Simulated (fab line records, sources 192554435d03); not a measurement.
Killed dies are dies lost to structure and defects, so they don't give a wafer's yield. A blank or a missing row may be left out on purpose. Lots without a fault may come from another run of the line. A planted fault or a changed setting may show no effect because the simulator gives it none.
Which tool did it? | flow n5_finfet | 9 lots, 25 wafers sampled, at 7 steps of a route of 1938

WHAT THE GAUGES READ, wafer by wafer
N5_PMOS_HMC_CHANNEL_EPI_INSPECT_30: inspects for defects (darkfield). Usual: raw_defect_count 18, standard deviation 6.2.
lot  | measured    | on                | raw_defect_count | flag
L239 | day 1 20:49 | defect_inspect-01 | 26 14 10         |
L244 | day 3 01:55 | defect_inspect-02 | 23 21            |
L245 | day 3 08:08 | defect_inspect-02 | 26 12 7          |
L250 | day 4 14:00 | defect_inspect-02 | 11 9             |
L255 | day 5 19:54 | defect_inspect-01 | 21 25 15         |
L257 | day 6 10:50 | defect_inspect-01 | 23 16 32         |
L258 | day 6 15:50 | defect_inspect-01 | 11 27 25         |
L261 | day 7 09:09 | defect_inspect-01 | 17 19 8          |
L262 | day 7 14:26 | defect_inspect-02 | 19 32 19         |

N5_FIN_SAQP_CD_MEAS_27: target cd 20 nm. Usual: cd_nm 20.32 nm, standard deviation 0.27.
lot  | measured    | on        | cd_nm (nm)        | flag
L239 | day 2 00:38 | cd_sem-01 | 20.57 20.62 20.35 |
L244 | day 3 05:31 | cd_sem-03 | 20.46 20.69       |
L245 | day 3 11:40 | cd_sem-03 | 20.35 20.79 20.35 |
L250 | day 4 18:07 | cd_sem-02 | 20.54 19.88       |
L255 | day 6 00:45 | cd_sem-02 | 20.37 20.07 20.40 |
L257 | day 6 14:17 | cd_sem-01 | - - -             | OFF
L258 | day 6 19:17 | cd_sem-01 | - - -             | OFF
L261 | day 7 12:51 | cd_sem-01 | 19.92 20.06 20.42 |
L262 | day 7 17:55 | cd_sem-01 | 19.95 20.03 19.86 |

N5_BEOL_M4_RC_MEAS_101. Usual: DIBL_N 36.8 mV/V, standard deviation 2.2; DIBL_P 37.1 mV/V, standard deviation 2.8; IOFF_N 0.17 nA/um, standard deviation 0.04; IOFF_P 0.22 nA/um, standard deviation 0.049; ION_N 672 uA/um, standard deviation 16; ION_P 460 uA/um, standard deviation 9.2; SS_N 71.6 mV/dec, standard deviation 0.69; SS_P 73.5 mV/dec, standard deviation 0.78; VT_N 249 mV, standard deviation 3.6; VT_P -250 mV, standard deviation 3.9.
lot  | measured     | on        | DIBL_N (mV/V)  | DIBL_P (mV/V)  | IOFF_N (nA/um) | IOFF_P (nA/um) | ION_N (uA/um) | ION_P (uA/um) | SS_N (mV/dec)  | SS_P (mV/dec)  | VT_N (mV)   | VT_P (mV)      | flag
L239 | day 7 14:53  | prober-01 | 34.6 39.5 40.4 | 32.9 37.6 38.7 | 0.13 0.21 0.24 | 0.15 0.21 0.22 | 677 667 674   | 457 451 450   | 71.2 72.4 72.4 | 72.6 74.0 73.6 | 251 249 247 | -253 -253 -254 |
L244 | day 9 05:04  | prober-02 | 36.1 37.4      | 34.9 35.9      | 0.16 0.16      | 0.19 0.20      | 670 672       | 455 454       | 70.3 71.9      | 73.5 73.1      | 245 251     | -252 -250      |
L245 | day 8 18:54  | prober-02 | 30.5 38.6 37.9 | 28.5 40.2 38.6 | 0.08 0.21 0.20 | 0.11 0.25 0.22 | 647 664 683   | 444 456 463   | 70.0 72.3 72.4 | 72.0 74.9 74.4 | 257 248 248 | -259 -253 -251 |
L250 | day 10 10:10 | prober-01 | 32.9 37.9      | 31.9 39.1      | 0.10 0.19      | 0.13 0.24      | 647 674       | 440 455       | 70.6 71.9      | 71.9 74.7      | 260 247     | -257 -251      |
L255 | day 11 20:58 | prober-02 | 38.9 35.0 36.6 | 41.8 36.9 38.8 | 0.22 0.15 0.17 | 0.27 0.19 0.22 | 699 680 678   | 471 470 462   | 72.3 71.7 72.0 | 74.2 73.0 73.4 | 248 249 248 | -247 -248 -247 |
L261 | day 13 15:09 | prober-02 | 34.2 34.4 36.8 | 34.1 35.3 37.6 | 0.13 0.13 0.17 | 0.16 0.18 0.21 | 643 671 685   | 441 459 456   | 72.1 71.4 72.5 | 72.9 73.7 74.1 | 254 253 248 | -256 -255 -252 |
L262 | day 13 16:32 | prober-01 | 37.5 37.0 37.4 | 38.1 37.6 38.8 | 0.20 0.18 0.21 | 0.27 0.27 0.29 | 678 678 691   | 460 468 465   | 72.5 71.6 72.0 | 73.3 73.6 72.6 | 244 248 245 | -244 -244 -242 |

WHICH TOOL RAN EACH LOT (tool, then ch and the chambers of the sampled wafers, then the start)
lot  | N5_PMOS_HMC_CHANNEL_EPI_EPI_26 | N5_FIN_SAQP_HM_OPEN_73            | N5_FIN_SAQP_MANDREL_ETCH_22     | N5_FIN_SAQP_ETCH_65
L239 | epi_rpcvd-04 ch 0, day 1 20:32 | rie_diel-01 ch 1,2, day 1 22:46   | rie_si-04 ch 0,2,3, day 1 22:52 | rie_si-03 ch 0,1,3, day 2 00:53
L244 | epi_rpcvd-04 ch 0, day 3 01:41 | rie_diel-05 ch 2,3, day 3 03:37   | rie_si-03 ch 1,2, day 3 03:43   | rie_si-04 ch 1, day 3 05:40
L245 | epi_rpcvd-03 ch 0, day 3 07:46 | rie_diel-01 ch 0,2, day 3 09:45   | rie_si-03 ch 1,2,3, day 3 09:50 | rie_si-03 ch 1,2,3, day 3 11:49
L250 | epi_rpcvd-03 ch 0, day 4 13:32 | rie_diel-05 ch 0,3, day 4 16:02   | rie_si-03 ch 0, day 4 16:07     | rie_si-03 ch 0,1, day 4 18:29
L255 | epi_rpcvd-01 ch 0, day 5 19:35 | rie_diel-04 ch 1,2, day 5 22:31   | rie_si-03 ch 2,3, day 5 22:36   | rie_si-03 ch 1,2,3, day 6 00:58
L257 | epi_rpcvd-01 ch 0, day 6 10:31 | rie_diel-01 ch 0,1,2, day 6 12:27 | rie_si-04 ch 1,2, day 6 12:32   | rie_si-01 ch 2,3, day 6 14:26
L258 | epi_rpcvd-04 ch 0, day 6 15:34 | rie_diel-01 ch 2,3, day 6 17:29   | rie_si-01 ch 2,3, day 6 17:34   | rie_si-01 ch 0,3, day 6 19:26
L261 | epi_rpcvd-03 ch 0, day 7 08:53 | rie_diel-05 ch 2,3, day 7 10:56   | rie_si-01 ch 1,2, day 7 11:01   | rie_si-04 ch 0,1,2, day 7 13:00
L262 | epi_rpcvd-04 ch 0, day 7 13:58 | rie_diel-05 ch 1,2,3, day 7 16:07 | rie_si-01 ch 0,1, day 7 16:11   | rie_si-03 ch 0,1,2, day 7 18:05
- N5_PMOS_HMC_CHANNEL_EPI_EPI_26: deposits Si from SiH4/H2, target thk 3.8 nm, time 22.7 s.
- N5_FIN_SAQP_HM_OPEN_73: chemistry CHF3/O2, target SiO2, stops on a-Si, target depth 12 nm, time 16.8 s.
- N5_FIN_SAQP_MANDREL_ETCH_22: etches a-Si in HBr/Cl2, stops on SiNx, target depth 60 nm, bt time 10 s, time 30 s.
- N5_FIN_SAQP_ETCH_65: etches SiO2 in CF4, target depth 4 nm, time 4.4 s.

WHAT THE TOOLS THEMSELVES READ (means of the sampled wafers that have a number; where no wafer has one, the mark that the record gives instead)
N5_PMOS_HMC_CHANNEL_EPI_EPI_26. Usual: susceptor_temp_C 649.98 C, standard deviation 0.28; throttle_valve_pct 11.6 %, standard deviation 0.57.
lot  | tool         | susceptor_temp_C (C) | throttle_valve_pct (%) | flag
L239 | epi_rpcvd-04 | 650.20               | 11.2                   |
L244 | epi_rpcvd-04 | 649.95               | 11.0                   |
L245 | epi_rpcvd-03 | 649.76               | 12.5                   |
L250 | epi_rpcvd-03 | 650.04               | 12.2                   |
L255 | epi_rpcvd-01 | 649.63               | 11.8                   |
L257 | epi_rpcvd-01 | 650.20               | 11.9                   |
L258 | epi_rpcvd-04 | 649.79               | 11.0                   |
L261 | epi_rpcvd-03 | 649.87               | 12.3                   |
L262 | epi_rpcvd-04 | 649.57               | 11.1                   |

N5_FIN_SAQP_HM_OPEN_73. Usual: CHF3_flow_sccm 50.03 sccm, standard deviation 0.16; O2_flow_sccm 5.000 sccm, standard deviation 0.016; drypump_motor_current_A 5.4 A, standard deviation 0.55; oes_product_au 0.44 a.u., standard deviation 0.039; rf_vpp_V 526 V, standard deviation 15; showerhead_plenum_p_Torr 2.38 Torr, standard deviation 0.073; throttle_valve_pct 18.80 %, standard deviation 0.25.
lot  | tool        | CHF3_flow_sccm (sccm) | O2_flow_sccm (sccm) | drypump_motor_current_A (A) | oes_product_au (a.u.) | rf_vpp_V (V) | showerhead_plenum_p_Torr (Torr) | throttle_valve_pct (%) | flag
L239 | rie_diel-01 | 49.94                 | 4.995               | 5.2                         | 0.44                  | 509          | 2.47                            | 18.91                  |
L244 | rie_diel-05 | 50.12                 | 5.002               | 5.1                         | 0.50                  | 515          | 2.40                            | 18.63                  |
L245 | rie_diel-01 | 50.05                 | 5.016               | 5.4                         | 0.41                  | 536          | 2.39                            | 18.91                  |
L250 | rie_diel-05 | 49.87                 | 4.999               | 5.4                         | 0.43                  | 516          | 2.34                            | 18.80                  |
L255 | rie_diel-04 | 49.87                 | 5.027               | 5.3                         | 0.43                  | 517          | 2.29                            | 18.59                  |
L257 | rie_diel-01 | -                     | -                   | -                           | -                     | -            | -                               | -                      | OFF
L258 | rie_diel-01 | -                     | -                   | -                           | -                     | -            | -                               | -                      | OFF
L261 | rie_diel-05 | 49.97                 | 5.004               | 5.0                         | 0.46                  | 511          | 2.36                            | 18.77                  |
L262 | rie_diel-05 | 49.94                 | 4.990               | 5.5                         | 0.47                  | 520          | 2.36                            | 18.77                  |

N5_FIN_SAQP_MANDREL_ETCH_22. Usual: HBr_flow_sccm 150.1 sccm, standard deviation 0.43; drypump_motor_current_A 5.94 A, standard deviation 0.3; oes_product_au 0.772 a.u., standard deviation 0.012; throttle_valve_pct 35.6 %, standard deviation 0.49.
lot  | tool      | HBr_flow_sccm (sccm) | drypump_motor_current_A (A) | oes_product_au (a.u.) | throttle_valve_pct (%) | flag
L239 | rie_si-04 | 149.4                | 5.76                        | 0.770                 | 35.8                   |
L244 | rie_si-03 | 150.2                | 5.86                        | 0.778                 | 35.0                   |
L245 | rie_si-03 | 149.7                | 5.82                        | 0.768                 | 35.3                   |
L250 | rie_si-03 | 150.0                | 6.21                        | 0.772                 | 36.1                   |
L255 | rie_si-03 | 150.2                | 5.86                        | 0.762                 | 35.5                   |
L257 | rie_si-04 | 150.2                | 5.64                        | 0.307                 | 36.2                   | OFF
L258 | rie_si-01 | 150.0                | 6.00                        | 0.309                 | 37.1                   | OFF
L261 | rie_si-01 | 150.4                | 6.16                        | 0.793                 | 35.3                   |
L262 | rie_si-01 | 150.4                | 5.90                        | 0.767                 | 35.7                   |

N5_FIN_SAQP_ETCH_65. Usual: drypump_motor_current_A 5.92 A, standard deviation 0.29; oes_product_au 0.998 a.u., standard deviation 0.019; throttle_valve_pct 21.8 %, standard deviation 0.35.
lot  | tool      | drypump_motor_current_A (A) | oes_product_au (a.u.) | throttle_valve_pct (%) | flag
L239 | rie_si-03 | 5.96                        | 0.986                 | 21.7                   |
L244 | rie_si-04 | 5.87                        | 0.998                 | 21.9                   |
L245 | rie_si-03 | 5.84                        | 0.986                 | 21.6                   |
L250 | rie_si-03 | 6.01                        | 1.001                 | 21.6                   |
L255 | rie_si-03 | 5.82                        | 0.984                 | 21.6                   |
L257 | rie_si-01 | 6.30                        | 1.025                 | 22.0                   |
L258 | rie_si-01 | 5.74                        | 1.029                 | 22.4                   |
L261 | rie_si-04 | 5.79                        | 0.995                 | 21.9                   |
L262 | rie_si-03 | 5.95                        | 0.996                 | 21.7                   |

THE ANSWER, worked out from the rows above alone
Rule: a lot is off if the mean of its wafers that have a number lies more than 3 standard deviations from the usual mean. A lot without any number at a reading at which 4 lots or more have one is off too. The other lots that the step has rows for count as sound. The gauges are gone through in route order, then the tools' own readings, and for those a lot's mean is taken as printed above. The first step at which some lot is off is used, and at that step the reading that is off furthest; a lot without a number counts as furthest.
Off: L257, L258, at N5_FIN_SAQP_CD_MEAS_27 (cd_nm). Without a number there: L257, L258.
A tool fits if, at a process step before that reading, it ran every lot that is off, and no sound lot after the first of them. The gauges at N5_FIN_SAQP_CD_MEAS_27 aren't tried: what is off there is off at N5_FIN_SAQP_HM_OPEN_73 too, on other tools, and a gauge's error can't cause that. One fits: rie_diel-01 at N5_FIN_SAQP_HM_OPEN_73. Its last sound lot is L245 (day 3 09:45), its first lot that is off L257 (day 6 12:27): a fault that began between those two fits.
Blank at N5_FIN_SAQP_HM_OPEN_73 on the lots that are off, where sound lots have numbers: CHF3_flow_sccm, O2_flow_sccm, drypump_motor_current_A, oes_product_au, rf_vpp_V, showerhead_plenum_p_Torr, throttle_valve_pct.

WHAT THE SIMULATOR HAD PUT IN
Skipped step whole: rie_diel-01, from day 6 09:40 on, at N5_FIN_SAQP_HM_OPEN_73. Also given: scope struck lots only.
Lots struck among those shown: L257, L258. The rule above found the same.
